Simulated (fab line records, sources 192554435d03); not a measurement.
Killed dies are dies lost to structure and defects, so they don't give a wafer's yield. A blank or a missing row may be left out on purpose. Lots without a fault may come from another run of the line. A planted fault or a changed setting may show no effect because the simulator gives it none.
Problem report in the 8D (eight disciplines) form, filled by code | flow n5_finfet | the parts of the form that need people (team, actions taken, sign-off) are left out

1. THE PROBLEM
chamber_pressure_mTorr at N5_BEOL_M8_STRIP_19 reads a mean of 38.93 mTorr on 1 wafer of 1 lot; wafers without a fault read 30.00 mTorr with a standard deviation of 0.036. That is +99 or more standard deviations from the usual mean.
The step: strips in O2.
First seen on wafer L773.6, day 12 21:05, on rie_diel-06. The record holds 30 wafers of 11 lots with a number at this step. Rule for "out", or "out of limits": more than 4 standard deviations from the usual mean. The other wafers with a number count as sound.

2. WHAT IT IS AND WHAT IT IS NOT
question                    | is                     | is not
which readings at this step | chamber_pressure_mTorr | drypump_motor_current_A, oes_product_au, rf_vpp_V, showerhead_plenum_p_Torr, throttle_valve_pct
which lots                  | L773                   | L764, L765, L769, L776, L778, L779, L780, L782, L784, L785
which wafers of those lots  | L773.6                 | L773.2, L773.5
read on which tools         | rie_diel-06            | rie_diel-01, rie_diel-03
when                        | from day 12 21:05      | up to then (10 sound wafers); but 19 sound wafers of L776, L778, L779, L780, L782, L784, L785 came after

3. SUSPECTS, AND WHAT RULES EACH OUT
Counting: a tool at a process step up to the reading stays a suspect if it ran every lot that is out. Sound lots after the first of them don't rule it out here, since some wafers of a struck lot are sound.
- pvd_sputter-03 at N5_BEOL_M7_SURFACE_TREAT_79: kept. It ran the lot that is out, L773 (day 12 16:10); its last sound lot up to then is L769 (day 11 13:20).
- rie_diel-06 at N5_BEOL_M8_ETCH_61 (etches SiARC in CF4, target depth 45.5 nm, time 75.8 s): kept. It ran the lot that is out, L773 (day 12 20:41).
- rie_diel-06 at N5_BEOL_M8_STRIP_19 (strips in O2): kept. It ran the lot that is out, L773 (day 12 21:05); its last sound lot up to then is L764 (day 11 01:20). Its own readings are out on those wafers: chamber_pressure_mTorr.
- Within rie_diel-06 at N5_BEOL_M8_ETCH_61: the wafers that are out ran in chamber 2; their sound lot-mates ran in chambers 0, 3.
- Within rie_diel-06 at N5_BEOL_M8_STRIP_19: the wafers that are out ran in chamber 0; their sound lot-mates ran in chambers 2, 3.
Left after counting: pvd_sputter-03 at N5_BEOL_M7_SURFACE_TREAT_79, rie_diel-06 at N5_BEOL_M8_ETCH_61, rie_diel-06 at N5_BEOL_M8_STRIP_19.

4. THE CAUSE (what the simulator had put in)
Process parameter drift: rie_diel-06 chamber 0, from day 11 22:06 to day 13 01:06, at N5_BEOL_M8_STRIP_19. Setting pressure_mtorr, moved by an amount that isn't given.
Counting left 3 suspects, and this tool is among them.

5. THE CHAIN OF EFFECTS, in route order
Each row: a reading whose mean over the struck wafers that have a number lies more than 3 standard deviations from the usual. Only readings for which the record gives a usual standard deviation are gone through. hours: the time from each lot's start at the first step in this table that gives one to its start at this step, as a median over the lots. sigmas: the change in usual standard deviations.
hours | step                | reading                | usual       | on struck wafers | change | sigmas
0     | N5_BEOL_M8_STRIP_19 | chamber_pressure_mTorr | 30.00 mTorr | 38.93            | +8.93  | +99 or more
The process steps in it:
- N5_BEOL_M8_STRIP_19: strips in O2.

6. WHAT WOULD HAVE CAUGHT IT SOONER
In this record the first reading out of limits was taken at day 12 21:05, 23 hours after the fault began at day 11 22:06.
